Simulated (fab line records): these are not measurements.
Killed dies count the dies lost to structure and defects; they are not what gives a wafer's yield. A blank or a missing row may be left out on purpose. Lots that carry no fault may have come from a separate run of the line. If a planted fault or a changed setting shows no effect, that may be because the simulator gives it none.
Which tool was responsible? / flow n5_finfet / 6 lots, 13 wafers sampled, at 4 steps of a route of 1938

== WHAT THE GAUGES SHOWED, per wafer ==
N5_BEOL_M13_THK_MEAS_01.
lot=L824; measured=day 13 17:19; on=film_metro-01; M13_ILD_THK (nm)=834 857
lot=L826; measured=day 14 08:31; on=film_metro-02; M13_ILD_THK (nm)=832 843 857
lot=L832; measured=day 15 14:05; on=film_metro-01; M13_ILD_THK (nm)=841 861
lot=L839; measured=day 17 01:59; on=film_metro-02; M13_ILD_THK (nm)=836 846
lot=L840; measured=day 17 14:26; on=film_metro-01; M13_ILD_THK (nm)=836 985
lot=L842; measured=day 18 10:57; on=film_metro-02; M13_ILD_THK (nm)=839 990

== WHICH TOOL RAN EACH LOT (tool, then ch and the chambers of the sampled wafers, then the start) ==
lot=L824; N5_BEOL_M12_TRENCH_ETCH_34=rie_diel-03 ch 0,1, day 13 14:21; N5_BEOL_M12_ANNEAL_48=rtp_anneal-02 ch 0, day 13 16:29; N5_BEOL_M13_ILD_DEP_00=pecvd-04 ch 0,2, day 13 17:10
lot=L826; N5_BEOL_M12_TRENCH_ETCH_34=rie_diel-04 ch 1,2,3, day 14 04:18; N5_BEOL_M12_ANNEAL_48=rtp_anneal-02 ch 0, day 14 07:34; N5_BEOL_M13_ILD_DEP_00=pecvd-02 ch 0,1,2, day 14 08:22
lot=L832; N5_BEOL_M12_TRENCH_ETCH_34=rie_diel-02 ch 2, day 15 10:09; N5_BEOL_M12_ANNEAL_48=rtp_anneal-01 ch 0, day 15 13:11; N5_BEOL_M13_ILD_DEP_00=pecvd-02 ch 0, day 15 13:56
lot=L839; N5_BEOL_M12_TRENCH_ETCH_34=rie_diel-03 ch 0,1, day 16 23:01; N5_BEOL_M12_ANNEAL_48=rtp_anneal-02 ch 0, day 17 01:03; N5_BEOL_M13_ILD_DEP_00=pecvd-03 ch 1,2, day 17 01:50
lot=L840; N5_BEOL_M12_TRENCH_ETCH_34=rie_diel-02 ch 0,3, day 17 09:39; N5_BEOL_M12_ANNEAL_48=rtp_anneal-01 ch 0, day 17 13:27; N5_BEOL_M13_ILD_DEP_00=pecvd-04 ch 0,2, day 17 14:14
lot=L842; N5_BEOL_M12_TRENCH_ETCH_34=rie_diel-02 ch 1,3, day 18 07:44; N5_BEOL_M12_ANNEAL_48=rtp_anneal-01 ch 0, day 18 10:07; N5_BEOL_M13_ILD_DEP_00=pecvd-04 ch 2, day 18 10:48
- N5_BEOL_M12_TRENCH_ETCH_34: etches SiOC in C4F8/O2/Ar, target depth 318.95 nm, time 125.5 s.
- N5_BEOL_M12_ANNEAL_48: time 90 s.
- N5_BEOL_M13_ILD_DEP_00: deposits SiOC from DEMS/O2, target thk 837.92 nm, time 166.4 s.

== THE ANSWER, worked out from the rows above alone ==
Rule: what is usual is taken from the lots themselves. Put in order of their means at a reading, lots are off if they are a third of the lots or fewer, leave a main group of 4 or more, and stand apart from it by a gap of 3 or more times the standard deviation of the main group's means; of several such gaps the widest counts. Not used: any main group whose means are identical at the precision the tables above print for the reading. Also off: a lot with no number at a reading for which 4 or more lots have one. Where the step has rows for the other lots, those lots are counted as sound.
Off: L840, L842, seen at N5_BEOL_M13_THK_MEAS_01 (M13_ILD_THK). For the main group the mean is 845 nm and the standard deviation 3.6.
If a tool, at a process step before that reading, ran all the lots that are off and no sound lot after the first of them, it fits. The gauges at N5_BEOL_M13_THK_MEAS_01 are tried like those tools. Can't be told from this: 3 tools fit, rie_diel-02 at N5_BEOL_M12_TRENCH_ETCH_34, rtp_anneal-01 at N5_BEOL_M12_ANNEAL_48, pecvd-04 at N5_BEOL_M13_ILD_DEP_00.

== WHAT THE SIMULATOR HAD INSERTED ==
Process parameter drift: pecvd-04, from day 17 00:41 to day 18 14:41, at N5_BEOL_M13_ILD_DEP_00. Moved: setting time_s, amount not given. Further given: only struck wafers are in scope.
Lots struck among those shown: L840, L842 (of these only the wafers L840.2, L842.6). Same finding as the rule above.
